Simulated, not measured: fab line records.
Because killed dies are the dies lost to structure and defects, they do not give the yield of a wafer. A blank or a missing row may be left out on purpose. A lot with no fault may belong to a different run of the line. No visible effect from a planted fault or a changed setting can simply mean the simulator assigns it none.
Matching of chambers | flow n5 finfet | rie diel-05 running N5_BEOL_M11_STRIP_67: 4 sister chambers
The step strips in CF4. 8 wafers are shown with their chamber, then 7 later ones without.

## WAFERS, EACH WITH ITS CHAMBER
wafer  | chamber | drypump motor current A (A) | showerhead plenum p Torr (Torr)
L074.6 | 1       | 5.6                         | 1.83
L078.4 | 2       | 6.1                         | 1.87
L084.5 | 2       | 6.1                         | 1.86
L083.2 | 1       | 5.5                         | 1.83
L083.3 | 3       | 5.7                         | 1.70
L083.6 | 0       | 5.0                         | 1.72
L088.2 | 3       | 5.7                         | 1.69
L088.5 | 0       | 5.0                         | 1.71

## WAFERS WITHOUT THEIR CHAMBER
wafer  | drypump motor current A (A) | showerhead plenum p Torr (Torr)
L088.6 | 5.7                         | 1.69
L087.1 | 6.1                         | 1.86
L087.2 | 5.7                         | 1.69
L087.6 | 6.1                         | 1.86
L097.4 | 5.6                         | 1.82
L097.5 | 5.7                         | 1.69
L097.6 | 6.1                         | 1.86

## EACH ONE'S CHAMBER
wafer  | from the rows above | in truth
L088.6 | 3                   | 3
L087.1 | 2                   | 2
L087.2 | 3                   | 3
L087.6 | 2                   | 2
L097.4 | 1                   | 1
L097.5 | 3                   | 3
L097.6 | 2                   | 2
Correctly placed: 7 of 7. Number that these rows cannot place: 0. Placed wrongly: 0.
How it was worked out, from the rows above alone: a wafer's distance from a chamber is the root of the sum, over the readings, of the square of ((its reading less the chamber's mean) divided by the reading's scatter). The wafer belongs to the nearest chamber; if the next one is less than 2 further off, it can't be placed. A chamber's mean is the mean of its shown wafers. The scatter: take each reading less its chamber's mean, square it, sum over the shown wafers, divide by the number of wafers less the number of chambers, and take the root.
